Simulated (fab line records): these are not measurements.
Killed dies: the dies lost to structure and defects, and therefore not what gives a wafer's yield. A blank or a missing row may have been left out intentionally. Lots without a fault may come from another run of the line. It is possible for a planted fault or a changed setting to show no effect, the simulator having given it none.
fab line records -- flow n5_finfet -- part 1 of 2: steps 1 to 4 of 6
record: lots: 24, wafers: 72, last_day: 19
route steps=1938 shown BEOL_M7@1265 BEOL_M8@1346
lots with no fault: from the same line, run without faults
start_h: hours from the record's first day to the start of the lot's first wafer shown -- wait_h: hours from the lot's prior step to this one -- " identical to the entry in the row above -- L1.1+2: a single row standing in for several wafers -- - no value present, or no start provided -- * or withheld: withheld -- < > ~ a bound
route shown NAME@n: a module of which the file shows steps, and the number in the route of the first -- usual: average and standard deviation across the fault-free wafers -- same: alike in all rows -- chamber/n: place in a boat -- sites: the reading at each site -- _std_site: their standard deviation -- _edge_site: inner sites' mean taken away from outer sites' mean -- radius_mm: for every site, how far away it sits from the centre of the wafer -- mask NAME#n: copy n -- behind: the last tool/chamber to shape the wafer -- hold: reason for holding the lot/hours on hold/outcome of the hold -- device: names the non-switching transistor (n, p or np) -- end of line: the tests these same wafers got at the end of their route -- a step given without rows: its recipe and nothing more -- killed: count of dies lost to structure and defects at first sort (not the wafer's yield) -- map: the dies of a wafer, with x for killed, . for not killed, _ for no die there
set.NAME: setting as actually run; set.NAME@STEP: the setting as run at that earlier step -- model.NAME: the simulator's own value behind a step, which no gauge read
one table for each step of the route and one row for each wafer, over a sample of lots
services: when a tool's chamber went out of use (start_h, in hours from the record's first day, below 0 if earlier), for how many hours, and the reason
== steps ==
step: N5_BEOL_M7_THK_MEAS_01
recipe: reads: SiCOH_lowk_of_BEOL_M7_ILD_DEP_00
usual: M7_ILD_THK: 154.3/2
lot.wafer,tool,chamber,start_h,wait_h,M7_ILD_THK[nm]
L074.1,film_metro-01,-,190.28,0.4,152.4
L074.2,film_metro-01,-,190.28,0.4,155.7
L074.3,film_metro-01,-,190.28,0.4,154.0
L075.1,film_metro-01,-,195.48,0.4,152.1
L075.2,film_metro-01,-,195.48,0.4,152.8
L075.5,film_metro-01,-,195.48,0.4,157.5
L076.1,film_metro-01,-,199.09,0.4,153.3
L076.2,film_metro-01,-,199.09,0.4,151.5
L076.5,film_metro-01,-,199.09,0.4,154.2
L077.1,film_metro-01,-,199.98,0.4,152.4
L077.2,film_metro-01,-,199.98,0.4,154.3
L077.5,film_metro-01,-,199.98,0.4,156.7
L078.1,film_metro-01,-,212.08,0.4,153.5
L078.3,film_metro-01,-,212.08,0.4,154.6
L078.6,film_metro-01,-,212.08,0.4,153.8
L079.2,film_metro-01,-,216.71,0.4,151.0
L079.3,film_metro-01,-,216.71,0.4,153.6
L079.6,film_metro-01,-,216.71,0.4,155.4
L080.1,film_metro-02,-,224.02,0.4,154.5
L080.2,film_metro-02,-,224.02,0.4,152.6
L080.6,film_metro-02,-,224.02,0.4,157.4
L081.2,film_metro-01,-,230.43,0.7,154.1
L081.5,film_metro-01,-,230.43,0.7,157.3
L081.6,film_metro-01,-,230.43,0.7,156.4
L082.1,film_metro-01,-,230.85,0.8,151.5
L082.2,film_metro-01,-,230.85,0.8,152.7
L082.5,film_metro-01,-,230.85,0.8,153.0
L083.1,film_metro-01,-,238.89,0.4,153.0
L083.4,film_metro-01,-,238.89,0.4,155.8
L083.6,film_metro-01,-,238.89,0.4,155.6
L085.2,film_metro-02,-,239.16,0.4,153.8
L085.4,film_metro-02,-,239.16,0.4,154.6
L085.5,film_metro-02,-,239.16,0.4,157.0
L084.4,film_metro-02,-,241.09,0.2,156.6
L084.5,film_metro-02,-,241.09,0.2,156.3
L084.6,film_metro-02,-,241.09,0.2,155.0
L086.1,film_metro-01,-,270.15,0.4,155.6
L086.2,film_metro-01,-,270.15,0.4,156.3
L086.6,film_metro-01,-,270.15,0.4,156.9
L087.4,film_metro-01,-,273.59,0.2,156.8
L087.5,film_metro-01,-,273.59,0.2,157.1
L087.6,film_metro-01,-,273.59,0.2,157.1
L089.1,film_metro-01,-,273.99,0.4,154.5
L089.5,film_metro-01,-,273.99,0.4,158.2
L089.6,film_metro-01,-,273.99,0.4,157.6
L088.1,film_metro-01,-,286.22,0.4,156.6
L088.3,film_metro-01,-,286.22,0.4,151.9
L088.5,film_metro-01,-,286.22,0.4,155.2
L091.2,film_metro-02,-,289.56,0.4,154.4
L091.3,film_metro-02,-,289.56,0.4,153.6
L091.4,film_metro-02,-,289.56,0.4,156.6
L090.1,film_metro-01,-,309.40,0.4,152.1
L090.2,film_metro-01,-,309.40,0.4,149.5
L090.5,film_metro-01,-,309.40,0.4,153.2
L092.1,film_metro-02,-,316.30,0.4,152.8
L092.2,film_metro-02,-,316.30,0.4,151.2
L092.6,film_metro-02,-,316.30,0.4,156.5
L093.3,film_metro-01,-,338.08,0.3,151.0
L093.5,film_metro-01,-,338.08,0.3,157.5
L093.6,film_metro-01,-,338.08,0.3,155.5
L096.2,film_metro-01,-,338.93,0.4,151.1
L096.5,film_metro-01,-,338.93,0.4,153.2
L096.6,film_metro-01,-,338.93,0.4,154.4
L094.1,film_metro-02,-,340.75,0.4,153.1
L094.4,film_metro-02,-,340.75,0.4,154.4
L094.5,film_metro-02,-,340.75,0.4,155.1
L097.1,film_metro-01,-,357.99,0.4,153.7
L097.3,film_metro-01,-,357.99,0.4,154.0
L097.6,film_metro-01,-,357.99,0.4,154.4
L095.2,film_metro-02,-,368.11,0.4,150.5
L095.3,film_metro-02,-,368.11,0.4,150.9
L095.6,film_metro-02,-,368.11,0.4,153.7
step: N5_BEOL_M7_OVL_MEAS_12
recipe: points_per_wafer: 44
usual: M7_OVL: 0.5/0.6
lot.wafer,tool,chamber,start_h,wait_h,M7_OVL[nm]
L074.1,overlay-01,0,191.35,0.0,0.4
L074.2,overlay-01,0,191.35,0.0,1.1
L074.3,overlay-01,0,191.35,0.0,1.7
L075.1,overlay-02,0,197.12,0.0,0.5
L075.2,overlay-02,0,197.12,0.0,0.6
L075.5,overlay-02,0,197.12,0.0,0.3
L076.1,overlay-01,0,201.41,0.0,1.6
L076.2,overlay-01,0,201.41,0.0,0.7
L076.5,overlay-01,0,201.41,0.0,1.6
L077.1,overlay-02,0,201.51,0.0,1.2
L077.2,overlay-02,0,201.51,0.0,0.8
L077.5,overlay-02,0,201.51,0.0,0.9
L078.1,overlay-02,0,213.46,0.0,0.8
L078.3,overlay-02,0,213.46,0.0,-0.8
L078.6,overlay-02,0,213.46,0.0,1.0
L079.2,overlay-02,0,217.49,0.0,1.5
L079.3,overlay-02,0,217.49,0.0,0.8
L079.6,overlay-02,0,217.49,0.0,0.2
L080.1,overlay-01,0,226.05,0.0,0.3
L080.2,overlay-01,0,226.05,0.0,0.7
L080.6,overlay-01,0,226.05,0.0,0.0
L081.2,overlay-01,0,231.79,0.1,1.3
L081.5,overlay-01,0,231.79,0.1,0.8
L081.6,overlay-01,0,231.79,0.1,0.4
L082.1,overlay-01,0,231.87,0.0,0.8
L082.2,overlay-01,0,231.87,0.0,0.5
L082.5,overlay-01,0,231.87,0.0,0.6
L083.1,overlay-01,0,240.35,0.0,-0.2
L083.4,overlay-01,0,240.35,0.0,-0.4
L083.6,overlay-01,0,240.35,0.0,-0.2
L085.2,overlay-01,0,240.52,0.0,0.8
L085.4,overlay-01,0,240.52,0.0,0.5
L085.5,overlay-01,0,240.52,0.0,0.5
L084.4,overlay-01,0,243.05,0.0,0.8
L084.5,overlay-01,0,243.05,0.0,0.4
L084.6,overlay-01,0,243.05,0.0,0.7
L086.1,overlay-01,0,272.32,0.0,0.2
L086.2,overlay-01,0,272.32,0.0,0.6
L086.6,overlay-01,0,272.32,0.0,0.1
L087.4,overlay-01,0,274.81,0.0,-0.8
L087.5,overlay-01,0,274.81,0.0,-0.5
L087.6,overlay-01,0,274.81,0.0,-0.4
L089.1,overlay-01,0,275.06,0.0,-1.1
L089.5,overlay-01,0,275.06,0.0,0.2
L089.6,overlay-01,0,275.06,0.0,-0.3
L088.1,overlay-01,0,288.30,0.0,1.3
L088.3,overlay-01,0,288.30,0.0,0.5
L088.5,overlay-01,0,288.30,0.0,0.6
L091.2,overlay-01,0,290.32,0.0,1.4
L091.3,overlay-01,0,290.32,0.0,0.9
L091.4,overlay-01,0,290.32,0.0,1.1
L090.1,overlay-02,0,310.85,0.0,0.6
L090.2,overlay-02,0,310.85,0.0,-0.3
L090.5,overlay-02,0,310.85,0.0,-0.3
L092.1,overlay-02,0,318.95,0.0,0.1
L092.2,overlay-02,0,318.95,0.0,0.4
L092.6,overlay-02,0,318.95,0.0,0.6
L093.3,overlay-02,0,339.55,0.0,1.0
L093.5,overlay-02,0,339.55,0.0,0.3
L093.6,overlay-02,0,339.55,0.0,0.4
L096.2,overlay-02,0,340.08,0.0,0.9
L096.5,overlay-02,0,340.08,0.0,1.6
L096.6,overlay-02,0,340.08,0.0,1.0
L094.1,overlay-01,0,341.38,0.0,0.3
L094.4,overlay-01,0,341.38,0.0,-0.3
L094.5,overlay-01,0,341.38,0.0,0.0
L097.1,overlay-01,0,359.98,0.0,0.1
L097.3,overlay-01,0,359.98,0.0,0.2
L097.6,overlay-01,0,359.98,0.0,0.2
L095.2,overlay-01,0,372.00,0.0,-0.7
L095.3,overlay-01,0,372.00,0.0,0.2
L095.6,overlay-01,0,372.00,0.0,0.5
step: N5_BEOL_M7_ETCH_61
recipe: chemistry: CF4, target: SiARC, target_depth_a: 455, mask_material: CAR-ArF, time_s: 75.8, ion_energy_ev: 80, pressure_mtorr: 40, source_w: 545, bias_w: 36, Ar_flow_sccm: 100, cf4_flow_sccm: 100, ends: cleared
usual: drypump_motor_current_A: 5.5/0.49, etch_rf_on_time_s: 76.0/1.6, oes_product_au: 0.67/0.064, rf_vpp_V: 184.3/1.1, showerhead_plenum_p_Torr: 2.15/0.047, throttle_valve_pct: 15.63/0.21
lot.wafer,tool,chamber,start_h,wait_h,drypump_motor_current_A,etch_rf_on_time_s,oes_product_au,rf_hours_counter_h,rf_vpp_V,showerhead_plenum_p_Torr,throttle_valve_pct
L074.1,rie_diel-06,2,191.45,0.0,5.8,76.8,0.64,163,182.6,2.13,15.85
L074.2,rie_diel-06,1,191.45,0.0,5.5,74.6,0.64,176,183.7,2.23,15.87
L074.3,rie_diel-06,0,191.45,0.0,4.9,77.2,0.59,233,184.7,2.12,15.50
L075.1,rie_diel-02,0,197.22,0.0,5.3,78.7,0.59,209,181.7,2.12,15.84
L075.2,rie_diel-02,1,197.22,0.0,5.7,75.5,0.67,145,183.7,2.15,15.58
L075.5,rie_diel-02,3,197.22,0.0,4.9,77.7,0.63,-,184.9,2.22,15.47
L076.1,rie_diel-04,1,201.50,0.0,6.1,76.5,0.64,172,185.3,2.23,15.59
L076.2,rie_diel-04,0,201.50,0.0,5.1,73.7,0.68,98,185.0,2.16,15.59
L076.5,rie_diel-04,2,201.50,0.0,5.0,76.8,0.72,-,182.0,2.09,15.74
L077.1,rie_diel-06,3,201.60,0.0,6.3,73.9,0.79,10,184.6,2.10,15.32
L077.2,rie_diel-06,1,201.60,0.0,5.5,74.2,0.64,179,185.7,2.23,15.88
L077.5,rie_diel-06,1,201.60,0.0,5.5,74.6,0.64,-,183.0,2.23,15.88
L078.1,rie_diel-02,0,213.64,0.0,5.3,80.2,0.58,215,183.7,2.11,15.84
L078.3,rie_diel-02,3,213.64,0.0,5.0,78.5,0.63,178,184.9,2.22,15.48
L078.6,rie_diel-02,1,213.64,0.0,5.7,76.3,0.66,-,183.4,2.14,15.59
L079.2,rie_diel-06,2,217.62,0.0,5.8,76.6,0.64,172,182.5,2.13,15.87
L079.3,rie_diel-06,3,217.62,0.0,6.3,73.5,0.77,15,184.7,2.10,15.34
L079.6,rie_diel-06,2,217.62,0.0,5.8,77.0,0.64,-,183.1,2.13,15.88
L080.1,rie_diel-02,0,226.24,0.0,5.3,78.4,0.59,218,185.3,2.11,15.82
L080.2,rie_diel-02,3,226.24,0.0,4.9,77.5,0.63,182,184.9,2.21,15.47
L080.6,rie_diel-02,3,226.24,0.0,4.9,76.7,0.63,-,186.4,2.21,15.45
L081.2,rie_diel-04,1,231.89,0.0,6.1,75.5,0.64,182,185.0,2.22,15.62
L081.5,rie_diel-04,2,231.89,0.0,5.0,76.0,0.72,-,185.2,2.09,15.77
L081.6,rie_diel-04,3,231.89,0.0,5.3,75.7,0.70,-,185.4,2.16,15.48
L082.1,rie_diel-04,0,232.14,0.0,5.1,73.8,0.68,108,184.7,2.15,15.60
L082.2,rie_diel-04,2,232.14,0.0,5.0,75.3,0.72,88,182.3,2.09,15.75
L082.5,rie_diel-04,0,232.14,0.0,5.1,73.6,0.68,-,184.7,2.15,15.61
L083.1,rie_diel-02,0,240.44,0.0,5.3,79.5,0.58,221,182.8,2.11,15.85
L083.4,rie_diel-02,2,240.44,0.0,6.4,74.9,0.77,25,182.8,2.20,15.54
L083.6,rie_diel-02,0,240.44,0.0,5.3,79.6,0.59,-,182.8,2.11,15.86
L085.2,rie_diel-04,0,240.61,0.0,5.1,74.1,0.67,111,185.2,2.15,15.60
L085.4,rie_diel-04,3,240.61,0.0,5.3,76.0,0.70,70,184.8,2.16,15.51
L085.5,rie_diel-04,1,240.61,0.0,6.2,74.9,0.64,-,186.3,2.22,15.61
L084.4,rie_diel-06,0,243.14,0.0,4.9,77.2,0.57,249,184.2,2.12,15.52
L084.5,rie_diel-06,3,243.14,0.0,6.3,73.3,0.77,-,183.1,2.09,15.34
L084.6,rie_diel-06,0,243.14,0.0,4.9,76.4,0.58,-,183.4,2.12,15.52
L086.1,rie_diel-06,3,272.67,0.0,6.2,73.2,0.75,33,182.8,2.09,15.36
L086.2,rie_diel-06,1,272.67,0.0,5.5,74.1,0.63,203,186.3,2.22,15.93
L086.6,rie_diel-06,0,272.67,0.0,4.9,75.9,0.79,-,183.8,2.11,15.06
L087.4,rie_diel-04,1,274.90,0.0,6.2,75.7,0.63,196,185.2,2.22,15.62
L087.5,rie_diel-04,1,274.90,0.0,6.1,76.1,0.63,-,185.8,2.22,15.64
L087.6,rie_diel-04,0,274.90,0.0,5.1,75.3,0.66,-,183.8,2.15,15.61
L089.1,rie_diel-06,2,275.41,0.0,5.8,76.4,0.62,192,183.8,2.12,15.92
L089.5,rie_diel-06,1,275.41,0.0,5.5,74.4,0.63,-,183.6,2.22,15.93
L089.6,rie_diel-06,2,275.41,0.0,5.7,76.7,0.62,-,186.0,2.12,15.90
L088.1,rie_diel-02,2,288.75,0.0,6.4,75.9,0.75,40,184.6,2.19,15.58
L088.3,rie_diel-02,0,288.75,0.0,5.3,80.4,0.57,235,185.2,2.11,15.89
L088.5,rie_diel-02,0,288.75,0.0,5.3,80.5,0.57,-,184.4,2.11,15.88
L091.2,rie_diel-04,1,290.42,0.0,6.1,75.5,0.63,200,184.4,2.22,15.63
L091.3,rie_diel-04,3,290.42,0.0,5.3,75.7,0.68,85,184.2,2.16,15.52
L091.4,rie_diel-04,2,290.42,0.0,4.9,76.1,0.70,106,182.8,2.08,15.80
L090.1,rie_diel-06,3,310.95,0.0,6.3,73.8,0.74,44,185.8,2.09,15.38
L090.2,rie_diel-06,0,310.95,0.0,4.9,75.2,0.78,15,183.3,2.11,15.08
L090.5,rie_diel-06,2,310.95,0.0,5.8,77.2,0.61,-,183.8,2.12,15.95
L092.1,rie_diel-02,0,319.08,0.0,5.3,79.5,0.57,243,183.7,2.11,15.91
L092.2,rie_diel-02,3,319.08,0.0,5.0,77.5,0.61,208,184.7,2.21,15.54
L092.6,rie_diel-02,2,319.08,0.0,6.3,75.2,0.74,-,185.5,2.19,15.60
L093.3,rie_diel-04,3,339.72,0.0,5.3,75.9,0.66,98,185.8,2.16,15.56
L093.5,rie_diel-04,3,339.72,0.0,5.3,76.8,0.67,-,183.4,2.16,15.57
L093.6,rie_diel-04,2,339.72,0.0,5.0,75.0,0.69,-,183.1,2.08,15.83
L096.2,rie_diel-04,2,340.30,0.0,5.0,76.4,0.68,120,183.8,2.08,15.84
L096.5,rie_diel-04,1,340.30,0.0,6.1,76.1,0.61,-,183.3,2.21,15.66
L096.6,rie_diel-04,2,340.30,0.0,5.0,75.8,0.68,-,183.1,2.08,15.83
L094.1,rie_diel-02,2,341.80,0.0,6.3,76.2,0.73,54,182.9,2.19,15.61
L094.4,rie_diel-02,1,341.80,0.0,5.8,76.5,0.64,187,184.7,2.13,15.65
L094.5,rie_diel-02,0,341.80,0.0,5.3,80.0,0.56,-,185.1,2.10,15.90
L097.1,rie_diel-02,3,360.07,0.0,4.9,77.4,0.61,219,185.0,2.20,15.54
L097.3,rie_diel-02,1,360.07,0.0,5.7,76.2,0.63,192,186.0,2.13,15.67
L097.6,rie_diel-02,1,360.07,0.0,5.7,75.9,0.64,-,184.0,2.13,15.68
L095.2,rie_diel-06,0,372.11,0.0,4.9,76.2,0.75,28,183.4,2.11,15.10
L095.3,rie_diel-06,2,372.11,0.0,5.8,78.3,0.60,216,183.6,2.12,15.97
L095.6,rie_diel-06,0,372.11,0.0,4.9,76.3,0.75,-,184.0,2.11,15.10
step: N5_BEOL_M7_STRIP_67
recipe: chemistry: CF4, resist: SiARC, power_w: 300, bias_power_w: 75, pressure_mtorr: 50, cf4_flow_sccm: 150, rf_frequency_hz: 6e+07
usual: drypump_motor_current_A: 5.5/0.49, oes_product_au: 0.78/0.067, rf_vpp_V: 271.2/1.2, showerhead_plenum_p_Torr: 1.80/0.038, throttle_valve_pct: 13.60/0.24
lot.wafer,tool,chamber,start_h,wait_h,drypump_motor_current_A,oes_product_au,rf_hours_counter_h,rf_vpp_V,showerhead_plenum_p_Torr,throttle_valve_pct
L074.1,rie_diel-06,2,191.65,0.0,5.8,0.76,163,270.0,1.79,13.85
L074.2,rie_diel-06,1,191.65,0.0,5.5,0.74,176,270.8,1.87,13.88
L074.3,rie_diel-06,0,191.65,0.0,4.9,0.70,233,269.2,1.77,13.48
L075.1,rie_diel-02,0,197.42,0.0,5.3,0.71,209,269.3,1.78,13.85
L075.2,rie_diel-02,1,197.42,0.0,5.7,0.78,145,269.8,1.81,13.62
L075.5,rie_diel-02,3,197.42,0.0,4.9,0.76,-,272.3,1.84,13.40
L076.1,rie_diel-04,1,201.70,0.0,6.1,0.75,172,272.1,1.87,13.58
L076.2,rie_diel-04,0,201.70,0.0,5.1,0.79,98,271.3,1.81,13.55
L076.5,rie_diel-04,2,201.70,0.0,5.0,0.84,-,271.2,1.76,13.69
L077.1,rie_diel-06,3,201.81,0.0,6.2,0.92,10,271.8,1.75,13.20
L077.2,rie_diel-06,1,201.81,0.0,5.5,0.74,179,271.0,1.87,13.88
L077.5,rie_diel-06,1,201.81,0.0,5.5,0.74,-,272.7,1.87,13.86
L078.1,rie_diel-02,0,213.84,0.0,5.3,0.71,215,271.2,1.78,13.86
L078.3,rie_diel-02,3,213.84,0.0,5.0,0.75,178,273.5,1.84,13.44
L078.6,rie_diel-02,1,213.84,0.0,5.7,0.78,-,272.0,1.81,13.63
L079.2,rie_diel-06,2,217.82,0.0,5.8,0.75,172,269.7,1.79,13.86
L079.3,rie_diel-06,3,217.82,0.0,6.2,0.91,15,269.8,1.75,13.23
L079.6,rie_diel-06,2,217.82,0.0,5.8,0.75,-,270.9,1.79,13.86
L080.1,rie_diel-02,0,226.44,0.0,5.3,0.70,218,270.2,1.78,13.85
L080.2,rie_diel-02,3,226.44,0.0,4.9,0.75,182,273.7,1.84,13.45
L080.6,rie_diel-02,3,226.44,0.0,4.9,0.74,-,275.5,1.84,13.43
L081.2,rie_diel-04,1,232.09,0.0,6.1,0.75,182,273.1,1.86,13.61
L081.5,rie_diel-04,2,232.09,0.0,5.0,0.83,-,269.0,1.75,13.72
L081.6,rie_diel-04,3,232.09,0.0,5.3,0.81,-,271.5,1.80,13.40
L082.1,rie_diel-04,0,232.35,0.0,5.2,0.78,108,271.0,1.80,13.54
L082.2,rie_diel-04,2,232.35,0.0,5.0,0.84,88,268.7,1.75,13.72
L082.5,rie_diel-04,0,232.35,0.0,5.2,0.78,-,272.7,1.81,13.57
L083.1,rie_diel-02,0,240.65,0.0,5.3,0.71,221,269.8,1.77,13.87
L083.4,rie_diel-02,2,240.65,0.0,6.4,0.90,25,271.0,1.84,13.46
L083.6,rie_diel-02,0,240.65,0.0,5.3,0.70,-,269.5,1.77,13.88
L085.2,rie_diel-04,0,240.81,0.0,5.1,0.78,111,271.4,1.80,13.57
L085.4,rie_diel-04,3,240.81,0.0,5.3,0.81,70,272.1,1.80,13.41
L085.5,rie_diel-04,1,240.81,0.0,6.1,0.74,-,272.3,1.86,13.63
L084.4,rie_diel-06,0,243.34,0.0,4.9,0.68,249,270.6,1.77,13.53
L084.5,rie_diel-06,3,243.34,0.0,6.2,0.89,-,271.1,1.74,13.23
L084.6,rie_diel-06,0,243.34,0.0,4.9,0.69,-,270.0,1.77,13.55
L086.1,rie_diel-06,3,272.87,0.0,6.3,0.86,34,271.2,1.74,13.26
L086.2,rie_diel-06,1,272.87,0.0,5.5,0.74,203,271.6,1.87,13.91
L086.6,rie_diel-06,0,272.87,0.0,4.9,0.94,-,270.8,1.77,12.98
L087.4,rie_diel-04,1,275.10,0.0,6.1,0.73,196,272.2,1.86,13.64
L087.5,rie_diel-04,1,275.10,0.0,6.1,0.74,-,272.9,1.86,13.64
L087.6,rie_diel-04,0,275.10,0.0,5.1,0.76,-,269.3,1.80,13.61
L089.1,rie_diel-06,2,275.61,0.0,5.8,0.74,192,270.6,1.78,13.91
L089.5,rie_diel-06,1,275.61,0.0,5.5,0.73,-,270.9,1.87,13.94
L089.6,rie_diel-06,2,275.61,0.0,5.8,0.73,-,272.5,1.78,13.92
L088.1,rie_diel-02,2,288.96,0.0,6.3,0.87,40,270.9,1.83,13.50
L088.3,rie_diel-02,0,288.96,0.0,5.3,0.69,235,269.4,1.77,13.92
L088.5,rie_diel-02,0,288.96,0.0,5.3,0.69,-,270.3,1.77,13.90
L091.2,rie_diel-04,1,290.62,0.0,6.1,0.73,200,272.2,1.86,13.64
L091.3,rie_diel-04,3,290.62,0.0,5.3,0.80,85,271.4,1.79,13.46
L091.4,rie_diel-04,2,290.62,0.0,5.0,0.82,106,269.7,1.75,13.75
L090.1,rie_diel-06,3,311.15,0.0,6.3,0.85,44,268.4,1.74,13.29
L090.2,rie_diel-06,0,311.15,0.0,4.9,0.90,15,271.2,1.76,13.02
L090.5,rie_diel-06,2,311.15,0.0,5.8,0.73,-,270.0,1.78,13.94
L092.1,rie_diel-02,0,319.28,0.0,5.3,0.69,243,269.7,1.77,13.91
L092.2,rie_diel-02,3,319.28,0.0,4.9,0.73,209,271.9,1.83,13.50
L092.6,rie_diel-02,2,319.28,0.0,6.3,0.87,-,271.9,1.83,13.51
L093.3,rie_diel-04,3,339.93,0.0,5.3,0.78,98,271.9,1.79,13.47
L093.5,rie_diel-04,3,339.93,0.0,5.3,0.79,-,273.0,1.79,13.48
L093.6,rie_diel-04,2,339.93,0.0,5.0,0.81,-,270.0,1.75,13.79
L096.2,rie_diel-04,2,340.50,0.0,5.0,0.80,121,269.5,1.74,13.80
L096.5,rie_diel-04,1,340.50,0.0,6.1,0.73,-,271.7,1.85,13.65
L096.6,rie_diel-04,2,340.50,0.0,5.0,0.80,-,270.1,1.75,13.80
L094.1,rie_diel-02,2,342.00,0.0,6.4,0.86,54,272.6,1.83,13.53
L094.4,rie_diel-02,1,342.00,0.0,5.7,0.75,187,270.8,1.80,13.70
L094.5,rie_diel-02,0,342.00,0.0,5.3,0.68,-,270.5,1.77,13.93
L097.1,rie_diel-02,3,360.27,0.0,5.0,0.71,219,272.5,1.83,13.51
L097.3,rie_diel-02,1,360.27,0.0,5.7,0.75,192,271.8,1.80,13.72
L097.6,rie_diel-02,1,360.27,0.0,5.7,0.74,-,271.3,1.80,13.71
L095.2,rie_diel-06,0,372.31,0.0,4.9,0.87,28,271.6,1.76,13.04
L095.3,rie_diel-06,2,372.31,0.0,5.7,0.72,217,270.1,1.78,13.95
L095.6,rie_diel-06,0,372.31,0.0,4.9,0.87,-,271.0,1.76,13.05
